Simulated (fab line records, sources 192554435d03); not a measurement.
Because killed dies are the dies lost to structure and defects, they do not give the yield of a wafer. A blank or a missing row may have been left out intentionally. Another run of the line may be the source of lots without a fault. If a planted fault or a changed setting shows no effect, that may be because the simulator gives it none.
Matching of chambers    flow n5-finfet    N5_HKMG_FIN_ETCH_35 on rie-diel-01: 4 sister chambers
The step etches SOC in N2/H2, target depth 215.8 nm, time 243.4 s. 8 wafers are shown with their chamber, then 9 later ones without.

WAFERS WITH THEIR CHAMBER
wafer   chamber  showerhead-plenum-p-Torr (Torr)  throttle-valve-pct (%)
L076.1  2        2.61                             17.80
L086.5  3        2.51                             18.23
L089.3  2        2.59                             17.85
L089.6  0        2.65                             17.97
L092.4  0        2.64                             17.95
L093.1  3        2.51                             18.26
L093.4  1        2.40                             17.63
L093.5  1        2.40                             17.63

WAFERS MISSING THEIR CHAMBER
wafer   showerhead-plenum-p-Torr (Torr)  throttle-valve-pct (%)
L095.1  2.64                             17.98
L095.3  2.40                             17.65
L095.4  2.59                             17.88
L096.4  2.64                             17.98
L096.5  2.59                             17.90
L096.6  2.51                             18.25
L097.1  2.40                             17.64
L097.2  2.51                             18.25
L097.5  2.51                             18.26

THE CHAMBER EACH PASSED THROUGH
wafer   from the rows above  in truth
L095.1  0                    0
L095.3  1                    1
L095.4  2                    2
L096.4  0                    0
L096.5  2                    2
L096.6  3                    3
L097.1  1                    1
L097.2  3                    3
L097.5  3                    3
Correctly placed: 9 of 9. Can't be placed from these rows: 0. Placed wrongly: 0.
How it was worked out, from the rows above alone: a wafer's distance from a chamber is the root of the sum, over the readings, of the square of ((its reading less the chamber's mean) divided by the reading's scatter). The wafer belongs to the nearest chamber; if the next one is less than 2 further off, it can't be placed. The mean given for a chamber averages the wafers shown for that chamber. The scatter is the square root of a quotient: the sum, over the shown wafers, of each reading's squared deviation from its chamber's mean, divided by wafers minus chambers.
